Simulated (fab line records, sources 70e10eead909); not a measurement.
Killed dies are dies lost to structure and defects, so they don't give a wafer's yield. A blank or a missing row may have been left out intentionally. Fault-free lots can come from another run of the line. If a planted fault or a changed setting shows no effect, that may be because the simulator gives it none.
A lot that was struck, set against a sound lot | flow nand-harc | 11 out of 1302 route steps
Sound: wafers L918.2, L918.3, L918.6. Wafers struck: L927.1, L927.3, L927.6. The cause is given at the end.
For every step that has rows: the tool of each side, followed by ch and its chambers, followed by its first start. Under that, the readings that differ: sound wafers | struck wafers | difference of the means | sigmas: that difference in standard deviations of wafers without a fault.
alike: readings whose means differ by less than 2 such deviations, and words and numbers that are the same on both sides. not compared: withheld readings, readings that some wafer has no value for, bounds like >300 that may hide the same value, and numbers for which the record gives no deviation and whose values overlap.
A row with sigmas, a row that says differs or no value, or rows on one side alone: a step with any of these is where the two part. When numbers do not overlap yet have no deviation, they are printed without sigmas and do not part them. A reading that every wafer of one side lacks parts them only if that side has two wafers or more.

first, 8 steps without rows for these wafers: NHARC_P_CONTACT_PEB_10 (peb time 65 s); NHARC_P_CONTACT_DEVELOP_11 (develop time 35 s); NHARC_P_CONTACT_DESCUM_17 (chemistry O2, time 3 s); NHARC_P_CONTACT_ETCH_35 (etches the open film in CF4, target depth 39 nm, time 65 s); NHARC_P_CONTACT_ETCH_36 (etches the open film in N2/H2, target depth 260 nm, time 406.25 s); NHARC_P_CONTACT_ETCH_18 (etches the open film in C4F8/O2/Ar, target depth 481 nm, time 240.5 s); NHARC_P_CONTACT_STRIP_37 (strips in C4F8/O2/Ar); NHARC_P_CONTACT_ETCH_31 (etches the open film in CH3F/O2, target depth 30 nm, time 85.7 s).
NHARC_P_CONTACT_STRIP_28: strips in O2.
  sound on rie-diel-01 ch 1,2,3, day 8 05:39; struck on rie-diel-01 ch 1,2, day 11 22:29
  no value came back on the struck wafers for any of 8 readings (bias-w (W), chamber-pressure-mTorr (mTorr) and others); on the sound wafers bias-w (W) reads 0 0 0
  not compared: rf-hours-counter-h
then, 1 step without rows for these wafers: NHARC_P_CONTACT_STRIP_29 (strips in post etch residue remover, time 1200 s).
-- jump in the record: it breaks off in module P_CONTACT and resumes in module END (first step shown: number 1302 of the route), and 18 days separate the struck wafers' starts before and after --
NHARC_END_SORT_01:
  sound on prober-02 ch 0, day 26 05:20; struck on prober-02 ch 0, day 30 02:37
  reading             | sound    | struck                                                               | difference                   | sigmas
  hold                | - - -    | await-dispo/8.4h/scrap await-dispo/8.4h/scrap await-dispo/8.4h/scrap | no value on the sound wafers |
  killed-at-other     | 0 0 0    | 2 4 2                                                                | +3                           | +2
  killed-at-periphery | 2 2 2    | 621 616 617                                                          | +616                         | +99 or more
  killed-dies         | 42 45 49 | 677 677 677                                                          | +632                         | +27
  alike: killed-at-array, killed-open, killed-short

== WHERE THEY PART ==
Earliest at NHARC_P_CONTACT_STRIP_28; latest, in this record, at NHARC_END_SORT_01.

WHY: what had been put in by the simulator
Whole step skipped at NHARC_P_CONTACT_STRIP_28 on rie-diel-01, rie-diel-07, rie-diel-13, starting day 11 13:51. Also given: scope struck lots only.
